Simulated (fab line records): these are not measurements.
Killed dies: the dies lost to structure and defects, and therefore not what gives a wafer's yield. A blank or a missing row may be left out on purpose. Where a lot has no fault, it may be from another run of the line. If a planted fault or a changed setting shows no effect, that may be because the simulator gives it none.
Struck lot and sound lot, side by side | flow nand harc | 14 out of 1302 route steps
Sound: the wafers L285.1, L285.3, L285.6. The struck wafers were L267.1, L267.4, L267.5. At the end, the cause is stated.
For every step that has rows: the tool of each side, followed by ch and its chambers, followed by its first start. Under that, the readings that differ: sound wafers | struck wafers | difference of the means | sigmas: that difference in standard deviations of wafers without a fault.
alike: readings whose means differ by less than 2 such deviations, and words and numbers that are the same on both sides. not compared: withheld readings, readings that some wafer has no value for, bounds like >300 that may hide the same value, and numbers for which the record gives no deviation and whose values overlap.
Wherever a step has rows on one side only, a row that says differs or no value, or a row with sigmas, the two part there. When numbers do not overlap yet have no deviation, they are printed without sigmas and do not part them. A reading missing from all wafers of one side parts the sides only when that side holds two or more wafers.

first, 1 step without rows for these wafers: NHARC_A_CONTACT_ETCH_48 (etches the open film in CF4, target depth 39 nm, time 65 s).
NHARC_A_CONTACT_ETCH_49: etches the open film in N2/H2, target depth 260 nm, time 475.3 s.
  sound on rie diel-12 ch 2,3; struck on rie diel-12 ch 1,3
  alike: bias w, chamber pressure mTorr, drypump motor current A, mfc ar sccm, n2 flow sccm, oes product au, rf vpp V, showerhead plenum p Torr, throttle valve pct
  not compared: rf hours counter h
then, 3 steps without rows for these wafers: NHARC_A_CONTACT_ETCH_50 (etches the open film in CF4/CHF3, target depth 121 nm, time 60.5 s); NHARC_A_CONTACT_ETCH_51 (etches the open film in O2/COS, target depth 7000 nm, time 1820 s); NHARC_A_CONTACT_ETCH_111 (etches the open film in C4F8/O2/Ar, time 140 s, target depth 700 nm).
NHARC_A_CONTACT_ETCH_112: etches the open film in C4F8/O2/Ar, time 190 s, target depth 1850 nm.
  sound on har cap etch-01 ch 0,1, day 30 02:54; struck on har cap etch-01 ch 0,1, day 23 12:15
  alike: chamber pressure mTorr, oes air line au
  not compared: rf hours counter h
NHARC_A_CONTACT_ETCH_113: etches the open film in C4F8/O2/Ar, time 190 s, target depth 1850 nm.
  sound on har cap etch-01 ch 0,1, day 30 03:04; struck on har cap etch-01 ch 0,1, day 23 12:25
  alike: chamber pressure mTorr, oes air line au
  not compared: rf hours counter h
NHARC_A_CONTACT_ETCH_114: etches the open film in C4F8/O2/Ar, time 190 s, target depth 1850 nm.
  sound on har cap etch-01 ch 0,1, day 30 03:14; struck on har cap etch-01 ch 0,1, day 23 12:35
  alike: chamber pressure mTorr, oes air line au
  not compared: rf hours counter h
NHARC_A_CONTACT_ETCH_115: etches the open film in C4F8/O2/Ar, time 190 s, target depth 1850 nm.
  sound on har cap etch-01 ch 0,1, day 30 03:25; struck on har cap etch-01 ch 0,1, day 23 12:46
  alike: chamber pressure mTorr, oes air line au
  not compared: rf hours counter h
then, 3 steps without rows for these wafers: NHARC_A_CONTACT_ETCH_116 (etches the open film in C4F8/O2/Ar, time 190 s, target depth 1850 nm); NHARC_A_CONTACT_ETCH_117 (etches the open film in C4F8/O2/Ar, time 190 s, target depth 1850 nm); NHARC_A_CONTACT_ETCH_118 (etches the open film in C4F8/O2/Ar, time 190 s, target depth 1850 nm).
NHARC_A_CONTACT_ETCH_119: etches the open film in C4F8/O2/Ar, time 190 s, target depth 1850 nm.
  sound on har cap etch-01 ch 0,1, day 30 04:05; struck on har cap etch-01 ch 0,1, day 23 13:27
  no value came back on the struck wafers for chamber pressure mTorr (mTorr), oes air line au (a.u.); on the sound wafers chamber pressure mTorr (mTorr) reads 20.005 19.999 20.002
  not compared: rf hours counter h
then, 1 step without rows for these wafers: NHARC_A_CONTACT_ETCH_120 (etches the open film in C4F8/O2/Ar, time 190 s, target depth 1850 nm).

== WHERE THEY PART ==
Only at NHARC_A_CONTACT_ETCH_119, within this record.

WHY: what had been put in by the simulator
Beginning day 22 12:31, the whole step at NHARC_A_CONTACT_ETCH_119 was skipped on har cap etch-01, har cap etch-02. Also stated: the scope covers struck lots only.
